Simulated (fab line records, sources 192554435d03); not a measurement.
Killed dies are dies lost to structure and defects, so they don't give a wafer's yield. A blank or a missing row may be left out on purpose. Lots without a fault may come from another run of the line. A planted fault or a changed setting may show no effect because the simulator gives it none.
Chamber matching | flow n5_finfet | N5_PASSIVATION_STRIP_14 on rie_diel-05: 4 sister chambers
The step strips in O2. 8 wafers are shown with their chamber, then 7 later ones without.

WAFERS WITH THEIR CHAMBER
wafer  | chamber | showerhead_plenum_p_Torr (Torr) | throttle_valve_pct (%)
L833.4 | 3       | 2.07                            | 17.00
L835.2 | 3       | 2.07                            | 17.01
L835.6 | 2       | 2.11                            | 16.65
L837.3 | 1       | 2.10                            | 16.55
L837.6 | 2       | 2.11                            | 16.64
L836.5 | 1       | 2.11                            | 16.52
L836.6 | 0       | 2.17                            | 16.63
L839.1 | 0       | 2.17                            | 16.63

WAFERS WITHOUT THEIR CHAMBER
wafer  | showerhead_plenum_p_Torr (Torr) | throttle_valve_pct (%)
L839.3 | 2.10                            | 16.61
L839.4 | 2.10                            | 16.55
L841.4 | 2.06                            | 16.56
L841.6 | 2.17                            | 16.62
L847.1 | 2.10                            | 16.57
L847.2 | 2.16                            | 16.63
L847.6 | 2.10                            | 16.65

WHICH CHAMBER EACH WENT THROUGH
wafer  | from the rows above | in truth
L839.3 | 2                   | 2
L839.4 | 1                   | 1
L841.4 | 1                   | 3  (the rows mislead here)
L841.6 | 0                   | 0
L847.1 | 1                   | 1
L847.2 | 0                   | 0
L847.6 | 2                   | 2
Placed correctly: 6 of 7. Can't be placed from these rows: 0. Placed wrongly: 1.
How it was worked out, from the rows above alone: a wafer's distance from a chamber is the root of the sum, over the readings, of the square of ((its reading less the chamber's mean) divided by the reading's scatter). The wafer belongs to the nearest chamber; if the next one is less than 2 further off, it can't be placed. A chamber's mean is the mean of its shown wafers. The scatter: the root of (the sum of the squares of (reading less its chamber's mean) over the shown wafers, divided by (wafers less chambers)).
